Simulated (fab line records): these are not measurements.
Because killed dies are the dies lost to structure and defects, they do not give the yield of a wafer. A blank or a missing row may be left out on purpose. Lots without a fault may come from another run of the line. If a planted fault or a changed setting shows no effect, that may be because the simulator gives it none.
Matching of chambers    flow nand_harc    NHARC_A_CHANNEL_HOLE_D1_DEP_01 on pecvd-04: 3 sister chambers
The step deposits SiON, target thk 140 nm. 3 wafers are shown with their chamber, then 9 later ones without.

WAFERS WITH THEIR CHAMBER
wafer   chamber  heater_power_w (W)
L074.5  1        818
L092.3  2        664
L092.4  0        741

WAFERS WITH NO CHAMBER GIVEN
wafer   heater_power_w (W)
L096.2  982
L096.4  706
L096.5  652
L094.2  818
L094.3  687
L094.5  685
L094.1  778
L094.4  790
L094.6  833

EACH ONE'S CHAMBER
wafer   from the rows above           in truth
L096.2  can't be placed: 1 or 0       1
L096.4  can't be placed: 0 or 2 or 1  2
L096.5  can't be placed: 2 or 0       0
L094.2  can't be placed: 1 or 0       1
L094.3  can't be placed: 2 or 0 or 1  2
L094.5  can't be placed: 2 or 0 or 1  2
L094.1  can't be placed: 0 or 1 or 2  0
L094.4  can't be placed: 1 or 0 or 2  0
L094.6  can't be placed: 1 or 0       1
Placed correctly: 0 of 9. Can't be placed from these rows: 9 (the true chamber is among the candidates in 9). Placed wrongly: 0.
How it was worked out, from the rows above alone: a wafer's distance from a chamber is the root of the sum, over the readings, of the square of ((its reading less the chamber's mean) divided by the reading's scatter). If the next closest chamber is less than 2 further off than the closest, the wafer can't be placed; otherwise it belongs to the closest. Each chamber's mean is taken over the wafers shown for it. The scatter: with one shown wafer a chamber, the root of the mean of the squares of how far each hidden wafer lies from its nearest shown one.
